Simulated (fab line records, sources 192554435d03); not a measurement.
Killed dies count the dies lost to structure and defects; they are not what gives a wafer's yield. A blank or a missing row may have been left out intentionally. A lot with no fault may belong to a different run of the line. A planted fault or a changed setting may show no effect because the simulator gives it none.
fab line records	flow n5Finfet
record lots=10	wafers=28	lastDay=17
route steps=1938 shown FIN_SAQP@127 BEOL_M4@1111
lots untouched by any fault: they come from a run of this same line in which no faults occurred
startH: the number of hours between the record's first day and the start of the first shown wafer of the lot	waitH: hours from the lot's prior step to this one	" identical to the entry in the row above	L1.1+2: several wafers, shown together as one row	- value missing, or start not given	* or withheld: withheld	< > ~ a bound
route shown NAME@n: NAME is a module with steps in the file, n the number in the route of the first one	usual: average and standard deviation across the fault-free wafers	same: alike in all rows	chamber/n: place in a boat	sites: the reading at each site	_std_site: the values' standard deviation	_edge_site: inner sites' mean taken away from outer sites' mean	radiusMm: how far each site lies from the wafer's centre	mask NAME#n: copy n	behind: tool/chamber where the wafer was last shaped	hold: why the lot went on hold/how many hours it stayed there/how the hold came to an end	device: transistor that didn't switch, given as n, p or np	end of line: the same wafers' tests at the end of the route	step lacking rows: just its recipe	killed: dies lost to structure and defects at the first sort, not the wafer's yield	map: the dies of a wafer, with x for killed, . for not killed, _ for no die there
set.NAME: the setting as run; set.NAME@STEP: as run at that earlier step	model.NAME: the simulator's own value behind a step, which no gauge read
one table for each step of the route and one row for each wafer, over a sample of lots
services: a tool's chamber out of use, with start hour (startH, from the record's first day; less than 0 if before it), hours out, and reason
## steps
# step N5_FIN_SAQP_MANDREL1_REMOVE_56
# recipe chemistry=HBr/Cl2/O2	btTimeS=10	target=a-Si	stopOn=SiNx	endpoint=OES-SiCl	overEtchFrac=1	icpW=600	biasW=22	HBr_flow_sccm=150	Cl2_flow_sccm=80	O2_flow_sccm=5	pressureMtorr=10
# usual chamberPressureMTorr=10.001/0.0088	drypumpMotorCurrentA=5.8/0.41	oes_o_777_au=0.981/0.023	oesProductAu=1.000/0.018	throttleValvePct=36.78/0.23
lot.wafer	tool	chamber	startH	waitH	chamberPressureMTorr	drypumpMotorCurrentA	oes_o_777_au	oesProductAu	rfHoursCounterH	throttleValvePct
L663.2	rieSi-06	1	37.71	0.1	9.994	5.9	0.999	1.032	88	36.33
L663.4	"	2	"	"	10.005	5.4	0.959	0.992	4	36.51
L663.5	"	2	"	"	10.008	5.4	0.961	0.988	-	36.52
L664.2	rieSi-03	3	43.35	0.1	9.987	5.3	1.004	1.004	6	36.72
L664.4	"	0	"	"	10.009	6.3	1.028	0.982	107	36.99
L664.5	"	2	"	"	10.013	5.9	0.984	0.995	-	36.75
L668.1	rieSi-01	3	65.92	0.1	10.012	6.0	0.992	0.994	84	36.92
L668.2	"	1	"	"	9.995	5.2	0.953	0.983	34	36.50
L668.5	"	2	"	"	10.009	5.9	0.971	1.007	-	37.03
L671.1	rieSi-03	0	84.59	0.1	9.989	6.3	1.022	0.987	108	36.99
L671.3	"	1	"	"	10.000	6.1	0.991	1.029	66	36.91
L671.4	"	2	"	"	10.014	5.9	0.972	0.990	21	36.75
L674.5	rieSi-06	1	102.53	0.1	10.004	5.9	1.001	1.027	-	36.32
L674.6	"	2	"	"	10.017	5.4	0.970	0.983	-	36.53
L676.5	rieSi-01	0	115.81	0.1	9.993	5.8	1.013	1.007	-	36.95
L676.6	"	3	"	"	9.994	6.0	0.999	0.999	-	36.93
L678.1	rieSi-03	0	125.15	0.1	9.999	6.3	1.022	0.985	109	36.98
L678.2	"	1	"	"	10.011	6.2	0.993	1.023	67	36.93
L678.4	"	1	"	"	10.000	6.1	0.987	1.016	-	36.93
L680.1	rieSi-06	1	139.15	0.1	10.004	5.9	1.001	1.022	90	36.34
L680.3	"	3	"	"	9.994	5.2	0.942	0.960	141	37.05
L680.6	"	3	"	"	10.010	5.2	0.940	0.974	-	37.05
L681.1	rieSi-06	3	145.69	0.1	10.007	5.2	0.941	0.969	141	37.04
L681.3	"	2	"	"	9.993	5.4	0.956	0.991	6	36.53
L681.4	"	1	"	"	10.009	5.9	0.994	1.032	90	36.33
L682.1	rieSi-01	0	152.05	0.1	10.010	5.8	0.997	1.009	10	36.95
L682.2	"	3	"	"	10.011	6.0	0.997	0.999	86	36.95
L682.5	"	3	"	"	10.000	6.0	0.989	1.003	-	36.91
# step N5_FIN_SAQP_RECESS_63
# recipe chemistry=HF/NH3	target=SiO2	targetDepthA=180	afsCycles=3	tempC=30	sublimationTempC=180	sublimationTimeS=60
# usual drypumpMotorCurrentA=5.3/0.35
# same afsCycles=3
lot.wafer	tool	chamber	startH	waitH	drypumpMotorCurrentA
L663.2	vaporEtch-02	0	38.22	0.1	5.3
L663.4	"	1	"	"	6.0
L663.5	"	1	"	"	6.0
L664.2	vaporEtch-01	1	43.74	0.1	5.1
L664.4	"	1	"	"	5.1
L664.5	"	0	"	"	5.1
L668.1	vaporEtch-01	1	66.30	0.1	5.1
L668.2	"	0	"	"	5.1
L668.5	"	0	"	"	5.1
L671.1	vaporEtch-02	1	84.97	0.1	6.0
L671.3	"	0	"	"	5.3
L671.4	"	1	"	"	6.0
L674.5	vaporEtch-01	0	103.11	0.3	5.1
L674.6	"	1	"	"	5.1
L676.5	vaporEtch-01	1	116.39	0.3	5.1
L676.6	"	0	"	"	5.1
L678.1	vaporEtch-02	0	125.53	0.1	5.3
L678.2	"	1	"	"	6.0
L678.4	"	1	"	"	6.0
L680.1	vaporEtch-01	0	139.57	0.1	5.1
L680.3	"	0	"	"	5.1
L680.6	"	0	"	"	5.1
L681.1	vaporEtch-01	1	146.07	0.1	5.1
L681.3	"	0	"	"	5.1
L681.4	"	1	"	"	5.1
L682.1	vaporEtch-01	0	152.61	0.1	5.1
L682.2	"	1	"	"	5.1
L682.5	"	1	"	"	5.1
# step N5_FIN_SAQP_CD_MEAS_31
# recipe targetCdNm=8	landingEnergyEv=1000	detector=seInlens	polarity=line
# usual cdNm=8.09/0.2
lot.wafer	tool	chamber	startH	waitH	cdNm
L663.2	cdSem-02	0	39.55	0.1	8.01
L663.4	"	0	"	"	8.18
L663.5	"	0	"	"	8.28
L664.2	cdSem-01	0	45.02	0.1	8.00
L664.4	"	0	"	"	8.29
L664.5	"	0	"	"	7.64
L668.1	cdSem-01	0	67.77	0.1	7.77
L668.2	"	0	"	"	8.45
L668.5	"	0	"	"	8.30
L671.1	cdSem-03	0	86.24	0.1	8.01
L671.3	"	0	"	"	8.46
L671.4	"	0	"	"	8.39
L674.5	cdSem-02	0	104.21	0.0	8.15
L674.6	"	0	"	"	8.27
L676.5	cdSem-02	0	117.44	0.0	8.36
L676.6	"	0	"	"	8.11
L678.1	cdSem-02	0	127.19	0.1	7.98
L678.2	"	0	"	"	8.00
L678.4	"	0	"	"	8.07
L680.1	cdSem-02	0	141.17	0.1	7.78
L680.3	"	0	"	"	7.82
L680.6	"	0	"	"	8.20
L681.1	cdSem-01	0	147.35	0.1	8.16
L681.3	"	0	"	"	7.86
L681.4	"	0	"	"	7.95
L682.1	cdSem-02	0	153.89	0.1	7.96
L682.2	"	0	"	"	7.90
L682.5	"	0	"	"	7.97
# step N5_FIN_SAQP_ETCH_64
# recipe chemistry=CF4	target=SiO2	targetDepthA=15	ionEnergyEv=350	pressureMtorr=10	icpW=800	biasW=400	cf4FlowSccm=80
# usual chamberPressureMTorr=10.001/0.01	drypumpMotorCurrentA=5.8/0.42	oesProductAu=0.997/0.018	throttleValvePct=21.83/0.15
lot.wafer	tool	chamber	startH	waitH	chamberPressureMTorr	drypumpMotorCurrentA	oesProductAu	rfHoursCounterH	throttleValvePct
L663.2	rieSi-06	2	39.86	0.0	10.000	5.4	0.978	4	21.68
L663.4	"	3	"	"	9.982	5.2	0.967	139	22.06
L663.5	"	0	"	"	9.994	6.5	0.979	-	21.83
L664.2	rieSi-01	0	45.37	0.0	10.001	5.7	1.012	8	21.84
L664.4	"	2	"	"	9.996	5.9	0.999	-	21.84
L664.5	"	0	"	"	10.008	5.8	1.016	-	21.83
L668.1	rieSi-01	3	68.09	0.0	10.016	6.0	1.004	84	21.91
L668.2	"	2	"	"	9.979	5.9	1.007	46	21.83
L668.5	"	1	"	"	10.003	5.2	0.970	-	21.72
L671.1	rieSi-06	0	86.56	0.0	10.002	6.6	0.992	129	21.84
L671.3	"	1	"	"	10.006	5.9	1.031	89	21.49
L671.4	"	3	"	"	9.993	5.2	0.963	-	22.05
L674.5	rieSi-06	2	104.52	0.0	9.999	5.4	1.312	-	21.79
L674.6	"	3	"	"	10.015	5.2	0.963	-	22.05
L676.5	rieSi-06	2	117.75	0.0	9.986	5.4	1.305	-	21.77
L676.6	"	1	"	"	9.993	5.9	1.011	-	21.49
L678.1	rieSi-06	0	127.55	0.0	9.989	6.6	0.967	130	21.84
L678.2	"	3	"	"	10.009	5.2	1.284	141	22.16
L678.4	"	2	"	"	9.988	5.4	0.980	6	21.69
L680.1	rieSi-03	0	141.66	0.0	10.003	6.3	0.989	109	22.07
L680.3	"	1	"	"	10.010	6.1	1.021	68	21.88
L680.6	"	3	"	"	9.999	5.3	0.986	-	21.68
L681.1	rieSi-01	0	147.66	0.0	9.998	5.8	1.023	10	21.83
L681.3	"	2	"	"	10.019	5.9	1.011	48	21.84
L681.4	"	3	"	"	10.001	5.9	1.001	86	21.91
L682.1	rieSi-01	0	154.20	0.0	9.992	5.8	1.012	10	21.84
L682.2	"	2	"	"	10.012	5.8	0.995	48	21.85
L682.5	"	2	"	"	10.004	5.8	1.011	-	21.82
# step N5_BEOL_M4_RC_MEAS_101
# usual DIBL_N=36.1/1.3	DIBL_P=36.1/1.7	IOFF_N=0.154/0.022	IOFF_P=0.201/0.024	ION_N=675/8.9	ION_P=462/5.9	SS_N=71.5/0.49	SS_P=73.3/0.58	VT_N=250.0/2.7	VT_P=-251.3/2.7
lot.wafer	tool	chamber	startH	waitH	DIBL_N[mV/V]	DIBL_P[mV/V]	IOFF_N[nA/um]	IOFF_P[nA/um]	ION_N[uA/um]	ION_P[uA/um]	SS_N[mV/dec]	SS_P[mV/dec]	VT_N[mV]	VT_P[mV]
L663.2	prober-01	0	170.57	0.2	36.8	37.7	0.168	0.185	678	452	72.2	73.7	250.7	-254.7
L663.4	"	0	"	"	36.0	36.4	0.146	0.172	662	452	71.3	73.7	251.7	-253.2
L663.5	"	0	"	"	37.6	38.3	0.165	0.184	676	448	72.1	73.5	250.3	-254.9
L664.2	prober-02	0	189.27	0.2	37.6	37.2	0.164	0.216	681	468	71.6	73.5	250.3	-249.2
L664.4	"	0	"	"	38.4	38.5	0.181	0.235	684	468	72.1	73.9	248.3	-249.2
L664.5	"	0	"	"	35.2	34.9	0.134	0.184	681	466	71.5	73.4	252.3	-253.5
L668.1	prober-02	0	212.89	0.0	36.1	34.8	0.155	0.202	669	464	71.9	72.5	250.6	-253.7
L668.2	"	0	"	"	35.3	33.5	0.148	0.184	682	462	72.0	72.7	249.2	-254.6
L668.5	"	0	"	"	35.4	33.9	0.141	0.189	674	465	71.2	73.1	253.0	-253.1
L671.1	prober-01	0	234.47	0.0	36.3	35.6	0.127	0.182	662	455	71.1	72.7	252.8	-253.7
L671.3	"	0	"	"	37.7	37.2	0.162	0.205	672	460	71.3	74.0	249.4	-252.9
L671.4	"	0	"	"	34.9	33.8	0.116	0.165	664	455	70.9	72.9	253.7	-253.3
L674.5	prober-01	0	256.91	0.6	33.2	33.4	0.126	0.175	662	458	71.1	73.4	251.8	-254.5
L674.6	"	0	"	"	33.5	32.3	0.119	0.157	671	460	71.3	72.7	255.1	-254.7
L676.5	prober-02	0	268.01	0.6	36.3	35.9	0.143	0.198	670	458	71.2	73.2	250.1	-252.0
L676.6	"	0	"	"	36.6	36.7	0.154	0.210	680	464	71.6	72.8	247.6	-253.2
L678.1	prober-02	0	287.81	0.0	36.5	37.5	0.156	0.221	674	468	71.2	73.8	251.3	-248.6
L678.2	"	0	"	"	36.0	37.3	0.156	0.212	675	470	72.1	72.7	251.5	-247.4
L678.4	"	0	"	"	35.8	37.1	0.146	0.205	665	464	72.0	72.9	253.0	-247.0
L680.1	prober-01	0	289.51	0.0	35.4	35.5	0.150	0.197	676	465	71.8	72.6	249.4	-252.2
L680.3	"	0	"	"	34.2	33.2	0.120	0.163	666	456	71.3	72.9	252.3	-252.5
L680.6	"	0	"	"	36.5	36.5	0.167	0.208	680	468	72.3	73.0	248.5	-249.7
L681.1	prober-02	0	293.24	0.0	38.8	38.7	0.206	0.234	693	465	72.0	74.5	246.4	-251.8
L681.3	"	0	"	"	38.5	38.0	0.195	0.228	696	471	71.5	74.8	247.9	-251.2
L681.4	"	0	"	"	36.1	35.9	0.144	0.182	675	458	71.0	73.2	250.5	-255.0
L682.1	prober-01	0	293.85	0.0	36.3	37.0	0.169	0.199	683	464	71.6	73.0	247.2	-252.2
L682.2	"	0	"	"	36.2	36.7	0.165	0.196	672	453	71.1	73.2	248.2	-250.7
L682.5	"	0	"	"	37.9	38.0	0.194	0.216	690	465	71.3	73.8	245.6	-248.9
## services
tool	chamber	startH	hours	kind
rieSi-01	1	41.51	7.9	repair
rieSi-06	2	83.81	8.7	repair
vaporEtch-01	-	111.08	0.7	repair
rieSi-03	0	111.40	7.7	repair
rieSi-06	-	122.79	0.4	repair
rieSi-03	3	124.96	6.3	repair
rieSi-03	2	136.06	10.6	repair
## key
firstSign step=N5_FIN_SAQP_ETCH_64	reading=oesProductAu	direction=up	sigmas=17	usual=0.997	struck=1.301
effect none on later readings
metAt N5_FIN_SAQP_ETCH_64
struckLots L674,L676,L678
struckWafers L674.5,L676.5,L678.2
notActingAt N5_FIN_SAQP_MANDREL1_REMOVE_56,N5_FIN_SAQP_RECESS_63,N5_FIN_SAQP_CD_MEAS_31
onsetBetween 86.56 104.52
fault kind=processParameterDrift	tool=rieSi-06	chamber=-	onsetH=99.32	steps=N5_FIN_SAQP_ETCH_64	channel=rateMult	offset=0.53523	shape=step	endH=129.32	scope=struckWafersOnly
